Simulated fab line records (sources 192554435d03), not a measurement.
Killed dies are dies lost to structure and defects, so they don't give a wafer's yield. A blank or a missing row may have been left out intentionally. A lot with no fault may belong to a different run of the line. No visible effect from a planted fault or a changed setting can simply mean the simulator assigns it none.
Lot-split experiment :: flow n5_finfet :: route with 1938 steps; 7 lots, 39 wafers read

## SPLIT DETAILS
At N5_WELL_APT_IMPLANT_32, the setting energy_kev was moved away from the recipe's 50 on 15 of the 39 wafers read, by -11.7% to +14.1%. All remaining wafers had this setting at the recipe value.

The reading is taken at the split's own step.

## THE READING
In nm, at N5_WELL_APT_IMPLANT_32: implant.drp_nm, which is the simulator's own figure and was read by no gauge. The file does not state a usual value for it.

wafer: L074.1
tool, chamber at the split: implanter-01, 0
energy_kev as run: 50
against the recipe: recipe
implant.drp_nm, nm: 18.55
against lot-mates on the recipe: -

wafer: L074.3
tool, chamber at the split: implanter-01, 0
energy_kev as run: 50
against the recipe: recipe
implant.drp_nm, nm: 18.55
against lot-mates on the recipe: -

wafer: L074.4
tool, chamber at the split: implanter-01, 0
energy_kev as run: 50
against the recipe: recipe
implant.drp_nm, nm: 18.55
against lot-mates on the recipe: -

wafer: L074.2
tool, chamber at the split: implanter-01, 0
energy_kev as run: 44.17
against the recipe: -11.7%
implant.drp_nm, nm: 17
against lot-mates on the recipe: -1.55

wafer: L074.5
tool, chamber at the split: implanter-01, 0
energy_kev as run: 44.17
against the recipe: -11.7%
implant.drp_nm, nm: 17
against lot-mates on the recipe: -1.55

wafer: L074.6
tool, chamber at the split: implanter-01, 0
energy_kev as run: 44.17
against the recipe: -11.7%
implant.drp_nm, nm: 17
against lot-mates on the recipe: -1.55

wafer: L077.1
tool, chamber at the split: implanter-02, 0
energy_kev as run: 50
against the recipe: recipe
implant.drp_nm, nm: 18.55
against lot-mates on the recipe: -

wafer: L077.4
tool, chamber at the split: implanter-02, 0
energy_kev as run: 50
against the recipe: recipe
implant.drp_nm, nm: 18.55
against lot-mates on the recipe: -

wafer: L077.5
tool, chamber at the split: implanter-02, 0
energy_kev as run: 50
against the recipe: recipe
implant.drp_nm, nm: 18.55
against lot-mates on the recipe: -

wafer: L077.2
tool, chamber at the split: implanter-02, 0
energy_kev as run: 56.38
against the recipe: +12.8%
implant.drp_nm, nm: 20.25
against lot-mates on the recipe: +1.70

wafer: L077.3
tool, chamber at the split: implanter-02, 0
energy_kev as run: 56.38
against the recipe: +12.8%
implant.drp_nm, nm: 20.25
against lot-mates on the recipe: +1.70

wafer: L077.6
tool, chamber at the split: implanter-02, 0
energy_kev as run: 56.38
against the recipe: +12.8%
implant.drp_nm, nm: 20.25
against lot-mates on the recipe: +1.70

wafer: L080.1
tool, chamber at the split: implanter-02, 0
energy_kev as run: 57.07
against the recipe: +14.1%
implant.drp_nm, nm: 20.44
against lot-mates on the recipe: +1.89

wafer: L080.2
tool, chamber at the split: implanter-02, 0
energy_kev as run: 57.07
against the recipe: +14.1%
implant.drp_nm, nm: 20.44
against lot-mates on the recipe: +1.89

wafer: L080.4
tool, chamber at the split: implanter-02, 0
energy_kev as run: 57.07
against the recipe: +14.1%
implant.drp_nm, nm: 20.44
against lot-mates on the recipe: +1.89

wafer: L080.3
tool, chamber at the split: implanter-02, 0
energy_kev as run: 50
against the recipe: recipe
implant.drp_nm, nm: 18.55
against lot-mates on the recipe: -

wafer: L080.5
tool, chamber at the split: implanter-02, 0
energy_kev as run: 50
against the recipe: recipe
implant.drp_nm, nm: 18.55
against lot-mates on the recipe: -

wafer: L080.6
tool, chamber at the split: implanter-02, 0
energy_kev as run: 50
against the recipe: recipe
implant.drp_nm, nm: 18.55
against lot-mates on the recipe: -

wafer: L082.1
tool, chamber at the split: implanter-01, 0
energy_kev as run: 50
against the recipe: recipe
implant.drp_nm, nm: 18.55
against lot-mates on the recipe: -

wafer: L082.2
tool, chamber at the split: implanter-01, 0
energy_kev as run: 50
against the recipe: recipe
implant.drp_nm, nm: 18.55
against lot-mates on the recipe: -

wafer: L082.3
tool, chamber at the split: implanter-01, 0
energy_kev as run: 50
against the recipe: recipe
implant.drp_nm, nm: 18.55
against lot-mates on the recipe: -

wafer: L082.4
tool, chamber at the split: implanter-01, 0
energy_kev as run: 47.21
against the recipe: -5.6%
implant.drp_nm, nm: 17.81
against lot-mates on the recipe: -0.74

wafer: L082.5
tool, chamber at the split: implanter-01, 0
energy_kev as run: 47.21
against the recipe: -5.6%
implant.drp_nm, nm: 17.81
against lot-mates on the recipe: -0.74

wafer: L082.6
tool, chamber at the split: implanter-01, 0
energy_kev as run: 47.21
against the recipe: -5.6%
implant.drp_nm, nm: 17.81
against lot-mates on the recipe: -0.74

wafer: L089.1
tool, chamber at the split: implanter-02, 0
energy_kev as run: 46.57
against the recipe: -6.9%
implant.drp_nm, nm: 17.64
against lot-mates on the recipe: -0.91

wafer: L089.3
tool, chamber at the split: implanter-02, 0
energy_kev as run: 46.57
against the recipe: -6.9%
implant.drp_nm, nm: 17.64
against lot-mates on the recipe: -0.91

wafer: L089.6
tool, chamber at the split: implanter-02, 0
energy_kev as run: 46.57
against the recipe: -6.9%
implant.drp_nm, nm: 17.64
against lot-mates on the recipe: -0.91

wafer: L089.2
tool, chamber at the split: implanter-02, 0
energy_kev as run: 50
against the recipe: recipe
implant.drp_nm, nm: 18.55
against lot-mates on the recipe: -

wafer: L089.4
tool, chamber at the split: implanter-02, 0
energy_kev as run: 50
against the recipe: recipe
implant.drp_nm, nm: 18.55
against lot-mates on the recipe: -

wafer: L089.5
tool, chamber at the split: implanter-02, 0
energy_kev as run: 50
against the recipe: recipe
implant.drp_nm, nm: 18.55
against lot-mates on the recipe: -

wafer: L090.4
tool, chamber at the split: implanter-01, 0
energy_kev as run: 50
against the recipe: recipe
implant.drp_nm, nm: 18.55
against lot-mates on the recipe: -

wafer: L090.5
tool, chamber at the split: implanter-01, 0
energy_kev as run: 50
against the recipe: recipe
implant.drp_nm, nm: 18.55
against lot-mates on the recipe: -

wafer: L090.6
tool, chamber at the split: implanter-01, 0
energy_kev as run: 50
against the recipe: recipe
implant.drp_nm, nm: 18.55
against lot-mates on the recipe: -

wafer: L094.1
tool, chamber at the split: implanter-01, 0
energy_kev as run: 50
against the recipe: recipe
implant.drp_nm, nm: 18.55
against lot-mates on the recipe: -

wafer: L094.2
tool, chamber at the split: implanter-01, 0
energy_kev as run: 50
against the recipe: recipe
implant.drp_nm, nm: 18.55
against lot-mates on the recipe: -

wafer: L094.3
tool, chamber at the split: implanter-01, 0
energy_kev as run: 50
against the recipe: recipe
implant.drp_nm, nm: 18.55
against lot-mates on the recipe: -

wafer: L094.4
tool, chamber at the split: implanter-01, 0
energy_kev as run: 50
against the recipe: recipe
implant.drp_nm, nm: 18.55
against lot-mates on the recipe: -

wafer: L094.5
tool, chamber at the split: implanter-01, 0
energy_kev as run: 50
against the recipe: recipe
implant.drp_nm, nm: 18.55
against lot-mates on the recipe: -

wafer: L094.6
tool, chamber at the split: implanter-01, 0
energy_kev as run: 50
against the recipe: recipe
implant.drp_nm, nm: 18.55
against lot-mates on the recipe: -

FIT RESULTS
A straight line over all 39 wafers: implant.drp_nm changes by +0.133 nm for each +1% of energy_kev; r = +1.00; the points scatter about the line by 0.0021 nm.
The same after taking each lot's own level away (the mean of its wafers on the recipe; 39 wafers): +0.133 nm for each +1%; r = +1.00; scatter 0.0021 nm.
That fit puts the effect of the largest move of energy_kev on the reading at 1.9 nm.
The lots' own levels span 18.550 to 18.550 nm.
Consequently the slope shifts little with the lot-to-lot level, the two slopes agreeing.
Check: +1.88 nm against its lot-mates is what the line predicts for one of the wafers moved furthest among these (+14.1%) when that wafer is left out of the fit. Against them it came out at +1.89 nm.

## THE WHOLE CHAIN: every reading that the file lists as answering this split, in the file's order
step: N5_WELL_APT_IMPLANT_32
what it does: 
reading: implant.rp_nm (the simulator's own value, which no gauge read)
change (the file's fit): +0.367 nm for each +1% of the setting
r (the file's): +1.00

step: N5_WELL_APT_IMPLANT_32
what it does: 
reading: implant.drp_nm (the simulator's own value, which no gauge read)
change (the file's fit): +0.133 nm for each +1% of the setting
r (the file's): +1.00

## THE FILE'S OWN FIT
implant.drp_nm changes by +0.133 nm for each +1% of energy_kev, r = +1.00.
